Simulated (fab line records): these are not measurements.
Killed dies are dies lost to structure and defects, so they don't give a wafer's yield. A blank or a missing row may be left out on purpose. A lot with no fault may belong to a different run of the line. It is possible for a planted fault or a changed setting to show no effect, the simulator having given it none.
Matching of chambers    flow n5Finfet    N5_BEOL_M6_CURE_75 on uvCure-03: 3 sister chambers
The step cures SiCOH lowk, time 120 s. 6 wafers are shown with their chamber, then 11 later ones without.

== WAFERS WITH THEIR CHAMBER ==
wafer   chamber  wafer_temp_C_max  lampPowerPct (%)
L077.5  2        372.4             52.30
L077.6  2        372.5             52.30
L081.6  1        372.9             52.33
L082.5  0        371.6             52.36
L082.6  0        371.7             52.32
L086.2  1        372.9             52.29

== WAFERS MISSING THEIR CHAMBER ==
wafer   wafer_temp_C_max  lampPowerPct (%)
L086.4  372.6             52.24
L086.6  373.5             52.38
L090.2  371.3             52.31
L090.4  371.3             52.27
L090.5  372.9             52.24
L096.4  373.3             52.31
L096.5  372.9             52.31
L096.6  373.9             52.32
L097.1  372.6             52.35
L097.4  372.4             52.29
L097.5  372.7             52.34

== CHAMBER TAKEN BY EACH ==
wafer    from the rows above       in truth
L086.4   2                         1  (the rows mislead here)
L086.6   1                         1
L090.2   0                         0
L090.4   0                         0
L090.5   1                         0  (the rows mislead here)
L096.4   1                         1
L096.5   1                         1
L096.6   1                         1
L097.1   2                         2
L097.4   2                         2
L097.5   can't be placed: 1 or 2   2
Correct placement for 8 of the 11. Cannot be placed on the basis of these rows: 1; the candidates contain the true chamber in 1. Placed wrongly: 2.
How it was worked out, from the rows above alone: a wafer's distance from a chamber is the root of the sum, over the readings, of the square of ((its reading less the chamber's mean) divided by the reading's scatter). If the next closest chamber is less than 2 further off than the closest, the wafer can't be placed; otherwise it belongs to the closest. The mean given for a chamber averages the wafers shown for that chamber. The scatter: the root of (the sum of the squares of (reading less its chamber's mean) over the shown wafers, divided by (wafers less chambers)).
